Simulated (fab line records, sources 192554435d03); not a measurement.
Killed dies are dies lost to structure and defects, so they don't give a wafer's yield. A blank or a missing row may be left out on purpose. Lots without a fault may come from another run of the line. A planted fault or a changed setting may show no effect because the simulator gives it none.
A struck lot beside a sound one | flow n5_finfet | 38 steps out of a route of 1938
Sound: wafers L888.3, L888.4, L888.6. Struck: wafer L901.3. (L901.4 of the same lot was not struck and is left out.) The cause comes at the end.
At each step with rows: each side's tool, then ch and its chambers, then its first start. Under that, the readings that differ: sound wafers | struck wafers | difference of the means | sigmas: that difference in standard deviations of wafers without a fault.
alike: readings whose means differ by less than 2 such deviations, and words and numbers that are the same on both sides. not compared: withheld readings, readings that some wafer has no value for, bounds like >300 that may hide the same value, and numbers for which the record gives no deviation and whose values overlap.
The two part at a step that has a row with sigmas, a row that says differs or no value, or rows on one side only. Numbers that don't overlap but have no deviation are shown without sigmas and don't part them. A reading that every wafer of one side lacks parts them only if that side has two wafers or more.

first, 9 steps without rows for these wafers: N5_BEOL_M9_DESCUM_33 (chemistry O2, time 7 s); N5_BEOL_M9_ETCH_76 (etches underlayer in N2/H2, target depth 6.5 nm, time 5.2 s); N5_BEOL_M9_ETCH_65 (etches SiARC in CF4, target depth 15.6 nm, time 26 s); N5_BEOL_M9_ETCH_66 (etches SOC in N2/H2, target depth 80 nm, overetch 16 nm, time 120 s); N5_BEOL_M9_STRIP_69 (strips in N2/H2); N5_BEOL_M9_STRIP_77 (strips in N2/H2); N5_BEOL_M9_VIA_ETCH_34 (etches SiCOH lowk in C4F6/O2, target depth 182.4 nm, time 68.4 s); N5_BEOL_M9_STRIP_73 (strips in C4F6/O2); N5_BEOL_M9_STRIP_36 (strips in N2/H2).
N5_BEOL_M9_TRENCH_ETCH_37: etches SiCOH lowk in C4F6/O2, target depth 151.43 nm, time 49 s.
  sound on rie_diel-04 ch 0,2,3, day 11 09:30; struck on rie_diel-04 ch 1, day 13 17:41
  reading                                    | sound             | struck | difference | sigmas
  model.BEOL_M9.feature_depth_nm (nm)        | 149.6 147.4 150.8 | 205.2  | +55.9      |
  model.etch.depth_nm (nm)                   | 149.6 147.4 150.8 | 205.1  | +55.8      |
  model.TiN_of_BEOL_M9_HM_DEP_02.thk_nm (nm) | 15.8 15.8 15.6    | 14.2   | -1.5       |
  alike: drypump_motor_current_A, oes_ar_750_au, oes_product_au, rf_vpp_V, showerhead_plenum_p_Torr, throttle_valve_pct
  not compared: rf_hours_counter_h
then, 2 steps without rows for these wafers: N5_BEOL_M9_ETCH_41 (etches SiCN in CH3F/O2, target depth 36.6 nm, time 70.1 s); N5_BEOL_M9_STRIP_80 (strips in N2/H2, time 10 s).
N5_BEOL_M9_OCD_MEAS_38:
  sound on ocd-01, day 11 09:41; struck on ocd-01, day 13 17:51
  reading              | sound       | struck | difference | sigmas
  trench_depth_nm (nm) | 149 148 151 | 206    | +57        | +15
then, 13 steps without rows for these wafers: N5_BEOL_M9_HM_STRIP_39 (strips TiN in peroxide tin strip, target depth 25 nm, time 158 s); N5_BEOL_M9_SRD_40 (time 30 s); N5_BEOL_M9_PRECLEAN_42 (cleans in residue remover, time 60 s); N5_BEOL_M9_SRD_43 (time 30 s); N5_BEOL_M9_CURE_72 (cures SiCOH lowk, time 120 s); N5_BEOL_M9_DEGAS_44 (time 60 s); N5_BEOL_M9_PRE_CLEAN_45 (time 30 s); N5_BEOL_M9_ALD_74 (deposits TaN, target thk 2 nm, pulse time 2 s, purge time 3 s); N5_BEOL_M9_SURFACE_TREAT_79; N5_BEOL_M9_CVD_78 (deposits Co from CCTBA/H2, target thk 2 nm, time 138.9 s); N5_BEOL_M9_SPUTTER_48 (material Cu, target thk 12 nm, time 2 s); N5_BEOL_M9_ECD_50 (material Cu, target thk 318 nm); N5_BEOL_M9_ANNEAL_51 (time 90 s).
N5_BEOL_M9_CMP_52: polishes, stops on SiCOH lowk, t overpolish 7 s, target thk 140 nm.
  sound on cmp-02 ch 0,1,3, day 11 11:43; struck on cmp-02 ch 1, day 13 19:59
  reading                                | sound             | struck | difference | sigmas
  model.Cu_of_BEOL_M9_ECD_50.thk_nm (nm) | 140.4 136.4 139.4 | 193.2  | +54.5      |
  alike: motor_current_A, platen_rpm, slurry_filter_dp_kPa
  not compared: pad_life_wafers
N5_BEOL_M9_THK_MEAS_53: measures by xrf.
  sound on film_metro-02, day 11 12:00; struck on film_metro-02, day 13 20:14
  reading     | sound       | struck | difference | sigmas
  M9_THK (nm) | 141 138 140 | 197    | +57        | +13
then, 2 steps without rows for these wafers: N5_BEOL_M9_PRE_CLEAN_55 (time 15 s); N5_BEOL_M9_DEP_56 (deposits SiCN from 3MS/NH3, target thk 15 nm, time 26.5 s).
N5_BEOL_M9_RS_MEAS_57: measures by four-point-probe.
  sound on film_metro-02, day 11 12:08; struck on film_metro-02, day 13 20:25
  reading        | sound             | struck | difference | sigmas
  M9_RS (ohm/sq) | 0.150 0.155 0.151 | 0.107  | -0.045     | -9
then, 5 steps without rows for these wafers: N5_BEOL_M10_ILD_DEP_00 (deposits SiCOH lowk from DEMS/porogen, target thk 308.51 nm, time 58 s); N5_BEOL_M10_CURE_71 (cures SiCOH lowk, time 240 s); N5_BEOL_M10_PECVD_70 (deposits SiO2 from TEOS/O2, target thk 20 nm, time 22.7 s); N5_BEOL_M10_HM_DEP_02 (deposits TiN, target thk 20 nm); N5_BEOL_M10_COAT_59 (time 60 s, resist thk 100 nm).
N5_BEOL_M15_RC_MEAS_101:
  sound on prober-01 ch 0, day 13 11:32; struck on prober-01 ch 0, day 15 15:47
  reading                   | sound                   | struck  | difference | sigmas
  COMB_M13 (S/m)            | 3.7e-12 5.6e-12 3.7e-12 | 7.5e-12 | +3.2e-12   | +3
  SERP_M9 (ohm/um)          | 3.13 3.17 3.07          | 2.15    | -0.97      | -8
  SERP_M9_max_site (ohm/um) | 3.22 3.27 3.13          | 2.21    | -1.00      | -8
  alike: COMB_M10, COMB_M11, COMB_M12, COMB_M14, COMB_M15, COMB_M5, COMB_M6, COMB_M7, COMB_M8, COMB_M8_max_site, SERP_M10, SERP_M11, SERP_M12, SERP_M13, SERP_M14, SERP_M5, SERP_M6, SERP_M6_max_site, SERP_M7, SERP_M8, SERP_M8_max_site
then, 1 step without rows for these wafers: N5_PASSIVATION_PROBE_49.

WHERE THEY PART
First at N5_BEOL_M9_OCD_MEAS_38; last, within this record, at N5_BEOL_M15_RC_MEAS_101.

WHY: what the simulator had put in
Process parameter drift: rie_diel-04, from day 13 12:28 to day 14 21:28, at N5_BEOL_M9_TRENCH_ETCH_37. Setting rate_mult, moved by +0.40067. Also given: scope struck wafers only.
